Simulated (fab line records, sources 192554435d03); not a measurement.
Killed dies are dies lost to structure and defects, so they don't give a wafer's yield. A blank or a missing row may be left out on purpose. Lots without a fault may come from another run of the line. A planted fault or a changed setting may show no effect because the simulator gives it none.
fab line records | flow n5_finfet
record lots=7 wafers=21
route steps=1938 shown BEOL_M13@1673 BEOL_M14@1753 BEOL_M15@1775 MIM_TOP_LITHO@1844 PASSIVATION@1916
start_h: hours from the record's first day to the start of the lot's first wafer shown | wait_h: hours since the lot's step before | " the same as in the row above | L1.1+2: a row that stands for several wafers | - no value, or no start given | * or withheld: withheld | < > ~ a bound
route shown NAME@n: a module of which the file shows steps, and the number in the route of the first | usual: mean/standard deviation of fault-free wafers | same: alike in all rows | chamber/n: place in a boat | sites: the reading at each site | _std_site: their standard deviation | _edge_site: outer sites' mean less inner sites' | radius_mm: how far each site lies from the wafer's centre | mask NAME#n: copy n | behind: the tool/chamber that last shaped the wafer | hold: why the lot was held/for how many hours/how that ended | device: the transistor (n, p or np) that didn't switch | end of line: the same wafers' tests at the end of the route | a step without rows: its recipe alone | killed: dies lost to structure and defects at the first sort, not the wafer's yield | map: a wafer's dies, x killed, . not, _ none there
set.NAME: the setting as run; set.NAME@STEP: as run at that earlier step | model.NAME: the simulator's own value behind a step, which no gauge read
lots whose settings were changed on purpose; a table a step, a row a wafer
## steps
# step N5_BEOL_M13_ETCH_59
# recipe chemistry=N2/H2 target=BARC target_depth_a=890 overetch_a=267 time_s=67.9 ion_energy_ev=200 pressure_mtorr=30 source_w=840 bias_w=150 n2_flow_sccm=200 h2_flow_sccm=200
# columns lot.wafer tool chamber start_h wait_h set.time_s set.spin_rpm@BEOL_M13_COAT_58 model.coat_of_BEOL_M13_COAT_04.thk_nm model.etch.depth_nm
L074.1 rie_diel-01 2 276.19 0.0 67.9 1500 319.4 89.38
L074.3 " 1 " " 67.9 1366 321.4 93.47
L074.4 " 3 " " 67.9 1500 319.6 89.22
L077.2 rie_diel-01 0 320.16 0.0 54.61 1591 332.6 86.5
L077.3 " 1 " " 67.9 1591 318.2 86.67
L077.6 " 0 " " 67.9 1591 319.8 86.55
L078.1 rie_diel-06 2 333.01 0.0 76.4 1500 313 89.36
L078.2 " 0 " " 76.4 1500 311 89.4
L078.6 " 0 " " 67.9 1500 317.8 89.46
L080.2 rie_diel-03 1 336.69 0.0 62 1500 323.2 89
L080.3 " 2 " " 62 1372 326 93.12
L080.5 " 0 " " 67.9 1500 318.8 89.06
L082.2 rie_diel-03 2 350.74 0.0 67.9 1500 322.4 89.43
L082.3 " 0 " " 67.9 1500 322 89.42
L082.5 " 3 " " 67.9 1500 320.8 89.48
L086.1 rie_diel-06 3 363.06 0.0 75.19 1500 313 89.32
L086.5 " 0 " " 67.9 1543 317 87.89
L086.6 " 1 " " 67.9 1500 318.4 88.97
L095.1 rie_diel-01 1 450.82 0.0 67.9 1500 318.6 89.24
L095.3 " 2 " " 75.52 1500 307.8 89.2
L095.4 " 3 " " 75.52 1500 307 89.16
# step N5_BEOL_M13_VIA_ETCH_16
# recipe chemistry=C4F8/O2/Ar target=SiOC pressure_mtorr=30 source_w=3000 bias_w=700 Ar_flow_sccm=400 C4F8_flow_sccm=15 O2_flow_sccm=8 he_inner_torr=15 he_outer_torr=30 target_depth_a=9217 time_s=withheld ion_energy_ev=250 ends=cleared
# step N5_BEOL_M13_STRIP_63
# recipe chemistry=N2/H2 power_w=1000 temp_c=250 h2_frac=0.65 overash_fraction=0.3 pressure_mtorr=1000 n2_flow_sccm=1750 h2_flow_sccm=3250
# step N5_BEOL_M13_STRIP_64
# recipe chemistry=N2/H2 power_w=1000 temp_c=250 h2_frac=0.65 overash_fraction=0.3 pressure_mtorr=withheld n2_flow_sccm=1750 h2_flow_sccm=3250
# usual strip_time_to_endpoint_s=31.34/0.084
# columns lot.wafer tool chamber start_h wait_h set.spin_rpm@BEOL_M13_COAT_58 strip_time_to_endpoint_s
L074.1 plasma_asher-01 0 276.53 0.0 1500 31.43
L074.3 " 1 " " 1366 32.57
L074.4 " 0 " " 1500 31.38
L077.2 plasma_asher-01 0 320.51 0.0 1591 30.60
L077.3 " 0 " " 1591 30.64
L077.6 " 0 " " 1591 30.61
L078.1 plasma_asher-02 0 333.36 0.0 1500 31.40
L078.2 " 1 " " 1500 31.43
L078.6 " 1 " " 1500 31.45
L080.2 plasma_asher-01 1 337.03 0.0 1500 31.31
L080.3 " 1 " " 1372 32.48
L080.5 " 0 " " 1500 31.33
L082.2 plasma_asher-01 1 351.09 0.0 1500 31.45
L082.3 " 0 " " 1500 31.42
L082.5 " 1 " " 1500 31.43
L086.1 plasma_asher-01 0 363.42 0.0 1500 31.41
L086.5 " 1 " " 1543 30.98
L086.6 " 0 " " 1500 31.30
L095.1 plasma_asher-02 0 451.17 0.0 1500 31.39
L095.3 " 1 " " 1500 31.37
L095.4 " 0 " " 1500 31.38
# step N5_BEOL_M14_TRENCH_ETCH_34
# recipe chemistry=C4F8/O2/Ar target=SiO2 target_depth_a=5566.5 mask_material=SOC he_inner_torr=15 he_outer_torr=30 time_s=126.9 ion_energy_ev=800 pressure_mtorr=20 source_w=1905 bias_w=2040 Ar_flow_sccm=400 C4F8_flow_sccm=16 O2_flow_sccm=12
# columns lot.wafer tool chamber start_h wait_h set.time_s model.etch.depth_nm
L074.1 rie_diel-02 0 282.91 0.0 126.9 552.8
L074.3 " 1 " " 126.9 558.9
L074.4 " 3 " " 126.9 570.7
L077.2 rie_diel-02 0 326.84 0.0 126.9 551.6
L077.3 " 1 " " 119.2 525.4
L077.6 " 1 " " 119.2 524
L078.1 rie_diel-05 1 339.95 0.0 126.9 556.4
L078.2 " 3 " " 126.9 547.3
L078.6 " 3 " " 126.9 547.4
L080.2 rie_diel-05 1 344.76 0.0 126.9 550
L080.3 " 0 " " 154.3 668.5
L080.5 " 1 " " 154.3 675.6
L082.2 rie_diel-02 0 359.17 0.0 126.9 549.6
L082.3 " 2 " " 126.9 549.8
L082.5 " 0 " " 126.9 549
L086.1 rie_diel-02 3 374.36 0.0 126.9 554
L086.5 " 3 " " 126.9 551.2
L086.6 " 1 " " 117 507.5
L095.1 rie_diel-04 1 457.40 0.0 118.2 512.4
L095.3 " 3 " " 126.9 562.4
L095.4 " 0 " " 126.9 561.9
# step N5_BEOL_M14_STRIP_70
# recipe chemistry=C4F8/O2/Ar resist=SiARC rf_frequency_hz=6e+07
# step N5_BEOL_M14_OCD_MEAS_35
# usual trench_depth_nm=558/8.9
# columns lot.wafer tool chamber start_h wait_h set.time_s@BEOL_M14_TRENCH_ETCH_34 trench_depth_nm
L074.1 ocd-01 - 283.06 0.0 126.9 553
L074.3 " - " " 126.9 559
L074.4 " - " " 126.9 571
L077.2 ocd-01 - 327.00 0.0 126.9 552
L077.3 " - " " 119.2 526
L077.6 " - " " 119.2 524
L078.1 ocd-02 - 340.11 0.0 126.9 556
L078.2 " - " " 126.9 547
L078.6 " - " " 126.9 547
L080.2 ocd-02 - 344.91 0.0 126.9 550
L080.3 " - " " 154.3 668
L080.5 " - " " 154.3 675
L082.2 ocd-02 - 359.32 0.0 126.9 550
L082.3 " - " " 126.9 550
L082.5 " - " " 126.9 549
L086.1 ocd-01 - 374.51 0.0 126.9 554
L086.5 " - " " 126.9 551
L086.6 " - " " 117 508
L095.1 ocd-02 - 457.55 0.0 118.2 513
L095.3 " - " " 126.9 562
L095.4 " - " " 126.9 562
# step N5_BEOL_M14_SPUTTER_45
# recipe material=Cu target_thk_a=1000 temp_c=-20 bias_v=60 power_w=26000 chamber_pressure_pa=0.13 time_s=16.67
# columns lot.wafer tool chamber start_h wait_h set.power_w
L074.1 pvd_sputter-02 - 288.09 0.0 26000
L074.3+4 " - " " 27310
L077.2+3 pvd_sputter-02 - 331.83 0.0 26000
L077.6 " - " " 22690
L078.1 pvd_sputter-02 - 342.24 0.0 23050
L078.2+6 " - " " 26000
L080.2+3+5 pvd_sputter-03 - 348.07 0.0 26000
L082.2+3+5 pvd_sputter-02 - 364.45 0.0 26000
L086.1+5 pvd_sputter-01 - 375.41 0.0 21960
L086.6 " - " " 26000
L095.1+4 pvd_sputter-01 - 459.03 0.0 23290
L095.3 " - " " 26000
# step N5_BEOL_M14_ECD_47
# recipe material=Cu target_thk_a=12480
# step N5_BEOL_M14_ANNEAL_48
# recipe temp_c=225 time_s=90 ambient=N2
# step N5_BEOL_M14_CMP_49
# recipe stop_on=SiO2 t_overpolish_s=5.2 down_force_psi=2 platen_rpm=80 clearing_platen_down_force_psi=2 clearing_platen_rpm=80 post_cmp_clean=cu_alkaline target_thk_nm=560 clearing_platen_pad_velocity_m_s=1.5917 pad_velocity_m_s=1.5917
# columns lot.wafer tool chamber start_h wait_h set.time_s@BEOL_M14_TRENCH_ETCH_34 model.Cu_of_BEOL_M14_ECD_47.thk_nm
L074.4+3 cmp-02 3,1 289.47 0.2 126.9 -
L074.1 " 2 " " 126.9 555.8
L077.2 cmp-01 0 332.51 0.2 126.9 555.2
L077.3 " 2 " " 119.2 529.2
L077.6 " 0 " " 119.2 -
L078.1 cmp-01 3 342.89 0.3 126.9 -
L078.2+6 " 1,3 " " 126.9 550.8
L080.2 cmp-04 2 348.74 0.2 126.9 553.2
L080.3 " 3 " " 154.3 672.6
L080.5 " 3 " " 154.3 678.8
L082.2 cmp-04 3 365.10 0.2 126.9 552.8
L082.3 " 0 " " 126.9 554.8
L082.5 " 3 " " 126.9 552.4
L086.1+5 cmp-04 3,1 376.16 0.4 126.9 -
L086.6 " 0 " " 117 511.2
L095.3 cmp-04 3 459.75 0.2 126.9 564
L095.4 " 1 " " 126.9 -
L095.1 " 2 " " 118.2 -
# step N5_BEOL_M14_PRE_CLEAN_52
# recipe gas=NH3 time_s=15 temp_c=withheld rf_power_w=300
# step N5_BEOL_M14_DEP_53
# recipe material=SiCN target_thk_a=500 temp_c=withheld precursor=3MS/NH3 pressure_torr=3 rf_w=675 time_s=17.8
# step N5_BEOL_M14_RS_MEAS_54
# recipe thk_meas_gauge=four-point-probe reads=Cu_of_BEOL_M14_ECD_47+Ta_of_BEOL_M14_SPUTTER_44+TaN_of_BEOL_M14_SPUTTER_43
# usual M14_RS=0.0332/0.00053
# columns lot.wafer tool chamber start_h wait_h set.time_s@BEOL_M14_TRENCH_ETCH_34 M14_RS[ohm/sq]
L074.1 film_metro-02 - 289.89 0.0 126.9 0.0334
L074.3 " - " " 126.9 0.0330
L074.4 " - " " 126.9 0.0324
L077.2 film_metro-01 - 332.97 0.1 126.9 0.0336
L077.3 " - " " 119.2 0.0352
L077.6 " - " " 119.2 0.0354
L078.1 film_metro-02 - 343.28 0.0 126.9 0.0332
L078.2 " - " " 126.9 0.0338
L078.6 " - " " 126.9 0.0337
L080.2 film_metro-02 - 349.16 0.1 126.9 0.0336
L080.3 " - " " 154.3 0.0275
L080.5 " - " " 154.3 0.0273
L082.2 film_metro-01 - 365.48 0.1 126.9 0.0336
L082.3 " - " " 126.9 0.0336
L082.5 " - " " 126.9 0.0337
L086.1 film_metro-02 - 376.47 0.0 126.9 0.0334
L086.5 " - " " 126.9 0.0335
L086.6 " - " " 117 0.0364
L095.1 film_metro-02 - 460.17 0.0 118.2 0.0362
L095.3 " - " " 126.9 0.0329
L095.4 " - " " 126.9 0.0329
# step N5_BEOL_M15_COAT_58
# recipe resist=BARC temp_c=205 time_s=60 spin_rpm=1500 resist_thk_nm=89
# columns lot.wafer tool chamber start_h wait_h set.spin_rpm model.BARC_of_BEOL_M15_COAT_58.thk_nm
L074.1 litho_track-05 0 290.23 0.0 1585 86.6
L074.3 " 0 " " 1585 86.4
L074.4 " 0 " " 1500 88.8
L077.2+3 litho_track-01 0 333.31 0.0 1500 89.4
L077.6 " 0 " " 1500 89.6
L078.1 litho_track-05 0 343.63 0.0 1500 89
L078.2 " 0 " " 1446 90.6
L078.6 " 0 " " 1446 91
L080.2 litho_track-01 0 349.51 0.0 1500 89.6
L080.3 " 0 " " 1500 89.2
L080.5 " 0 " " 1500 89.4
L082.2+3 litho_track-05 0 365.83 0.0 1500 89
L082.5 " 0 " " 1500 88.8
L086.1+5+6 litho_track-04 0 376.83 0.0 1500 89
L095.1 litho_track-04 0 460.52 0.0 1500 88.8
L095.3 " 0 " " 1500 89.2
L095.4 " 0 " " 1500 89
# step N5_BEOL_M15_COAT_04
# recipe spin_rpm=1704 resist_thk_nm=800
# step N5_BEOL_M15_EBR_06
# recipe solvent=PGMEA ebr_width_mm=1.5
# step N5_BEOL_M15_DESCUM_15
# recipe chemistry=O2 time_s=7.9 source_power_w=50 bias_power_w=20 pressure_mtorr=20 rf_frequency_hz=2.712e+07 temp_c=40 o2_flow_sccm=225
# step N5_BEOL_M15_ETCH_59
# recipe chemistry=N2/H2 target=BARC target_depth_a=890 overetch_a=267 time_s=67.9 ion_energy_ev=200 pressure_mtorr=30 source_w=840 bias_w=150 n2_flow_sccm=200 h2_flow_sccm=200
# columns lot.wafer tool chamber start_h wait_h set.spin_rpm@BEOL_M15_COAT_58 model.etch.depth_nm
L074.1 rie_diel-03 1 290.63 0.0 1585 86.55
L074.3 " 0 " " 1585 86.42
L074.4 " 3 " " 1500 88.78
L077.2 rie_diel-01 2 333.71 0.0 1500 89.31
L077.3 " 0 " " 1500 89.39
L077.6 " 1 " " 1500 89.52
L078.1 rie_diel-03 0 344.15 0.0 1500 89.06
L078.2 " 2 " " 1446 90.65
L078.6 " 1 " " 1446 90.94
L080.2 rie_diel-03 3 349.95 0.0 1500 89.52
L080.3 " 2 " " 1500 89.24
L080.5 " 0 " " 1500 89.36
L082.2 rie_diel-01 3 366.35 0.0 1500 89.05
L082.3 " 0 " " 1500 89.02
L082.5 " 3 " " 1500 88.89
L086.1 rie_diel-03 3 377.35 0.0 1500 88.92
L086.5 " 2 " " 1500 89.03
L086.6 " 3 " " 1500 89.02
L095.1 rie_diel-06 1 461.04 0.0 1500 88.81
L095.3 " 2 " " 1500 89.29
L095.4 " 3 " " 1500 88.95
# step N5_MIM_TOP_LITHO_PEB_06
# recipe peb_temp_c=withheld peb_time_s=*
# columns lot.wafer tool chamber start_h wait_h set.peb_time_s
L074.1+3+4 litho_track-02 0 297.25 0.1 *
L077.2+6 litho_track-02 0 347.60 0.0 *
L077.3 " 0 " " *
L078.1+2+6 litho_track-03 0 351.76 0.1 *
L080.2+3+5 litho_track-03 0 360.56 0.0 *
L082.2+3+5 litho_track-03 0 376.42 0.0 *
L086.1+5+6 litho_track-02 0 392.35 0.1 *
L095.1+3 litho_track-02 0 471.27 0.1 *
L095.4 " 0 " " *
# step N5_MIM_TOP_LITHO_DEVELOP_07
# recipe develop_time_s=60 rinse_liquid=diw dry=air_spin dev_temp_c=21
# step N5_MIM_TOP_LITHO_HARDBAKE_09
# recipe temp_c=130 time_s=120
# step N5_MIM_TOP_LITHO_CD_MEAS_08
# recipe target_cd_nm=2000 landing_energy_ev=500 detector=se_inlens
# usual cd_nm=2000.1/1.4
# columns lot.wafer tool chamber start_h wait_h set.peb_time_s@MIM_TOP_LITHO_PEB_06 cd_nm
L074.1 cd_sem-03 0 297.37 - * 2002.8
L074.3 " 0 " " * 2001.4
L074.4 " 0 " " * 2000.6
L077.2 cd_sem-02 0 347.72 - * 1999.4
L077.3 " 0 " " * 2004.7
L077.6 " 0 " " * 1999.3
L078.1 cd_sem-01 0 351.88 - * 2000.0
L078.2 " 0 " " * 2000.3
L078.6 " 0 " " * 2001.9
L080.2 cd_sem-03 0 360.68 - * 1999.8
L080.3 " 0 " " * 2000.4
L080.5 " 0 " " * 1999.3
L082.2 cd_sem-03 0 376.54 - * 1999.4
L082.3 " 0 " " * 2000.0
L082.5 " 0 " " * 1999.2
L086.1 cd_sem-02 0 392.47 - * 1998.1
L086.5 " 0 " " * 2000.8
L086.6 " 0 " " * 2000.0
L095.1 cd_sem-02 0 471.39 - * 1996.4
L095.3 " 0 " " * 1997.7
L095.4 " 0 " " * 2001.9
# step N5_PASSIVATION_PECVD_35
# recipe material=SiNx target_thk_a=7000 temp_c=400 precursor=SiH4/NH3/N2 pressure_torr=4.9 rf_w=1406 time_s=151.3
# columns lot.wafer tool chamber start_h wait_h set.time_s model.SiNx_of_PASSIVATION_PECVD_35.thk_nm
L074.1 pecvd-03 0 303.61 0.1 151.3 698.4
L074.3 " 2 " " 151.3 690.4
L074.4 " 1 " " 131.9 616
L077.2 pecvd-03 1 353.12 0.1 151.3 699.6
L077.3 " 2 " " 151.3 695.4
L077.6 " 1 " " 151.3 709.2
L078.1 pecvd-01 0 360.09 0.1 151.3 697.4
L078.2 " 2 " " 151.3 698.2
L078.6 " 2 " " 140 648.6
L080.2 pecvd-03 1 372.31 0.1 163.7 760.6
L080.3 " 2 " " 151.3 707
L080.5 " 1 " " 163.7 773.6
L082.2 pecvd-03 1 383.50 0.1 151.3 706
L082.3 " 0 " " 151.3 706.2
L082.5 " 1 " " 151.3 710.4
L086.1 pecvd-04 1 399.40 0.1 151.3 704.6
L086.5 " 2 " " 151.3 707.8
L086.6 " 1 " " 151.3 713.8
L095.1 pecvd-01 2 478.63 0.1 170.2 774.6
L095.3 " 0 " " 151.3 688.6
L095.4 " 1 " " 170.2 780.2
## key
split step=N5_BEOL_M13_ETCH_59 setting=time_s stated=67.9 by=wafer
response step=N5_BEOL_M13_ETCH_59 reading=model.coat_of_BEOL_M13_COAT_04.thk_nm change=-0.66 per=1% r=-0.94
split step=N5_BEOL_M14_TRENCH_ETCH_34 setting=time_s stated=126.9 by=wafer
response step=N5_BEOL_M14_TRENCH_ETCH_34 reading=model.etch.depth_nm change=+5.72 per=1% r=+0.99
response step=N5_BEOL_M14_OCD_MEAS_35 reading=trench_depth_nm change=+5.69 per=1% r=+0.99
response step=N5_BEOL_M14_CMP_49 reading=model.Cu_of_BEOL_M14_ECD_47.thk_nm change=+5.6 per=1% r=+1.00
response step=N5_BEOL_M14_RS_MEAS_54 reading=M14_RS change=-0.00031 per=1% r=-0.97
split step=N5_BEOL_M14_SPUTTER_45 setting=power_w stated=26000 by=wafer
response none clear
split step=N5_BEOL_M15_COAT_58 setting=spin_rpm stated=1500 by=wafer
response step=N5_BEOL_M15_COAT_58 reading=model.BARC_of_BEOL_M15_COAT_58.thk_nm change=-0.433 per=1% r=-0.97
response step=N5_BEOL_M15_ETCH_59 reading=model.etch.depth_nm change=-0.428 per=1% r=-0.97
split step=N5_MIM_TOP_LITHO_PEB_06 setting=peb_time_s stated=* by=wafer
response step=N5_MIM_TOP_LITHO_CD_MEAS_08 reading=cd_nm change=-0.356 per=1% r=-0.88
split step=N5_PASSIVATION_PECVD_35 setting=time_s stated=151.3 by=wafer
response step=N5_PASSIVATION_PECVD_35 reading=model.SiNx_of_PASSIVATION_PECVD_35.thk_nm change=+6.71 per=1% r=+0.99
split outside_this_file step=N5_BEOL_M13_COAT_58 setting=spin_rpm
# split outside_this_file: this setting was split too, and the file shows its column; the key of that split is in another file
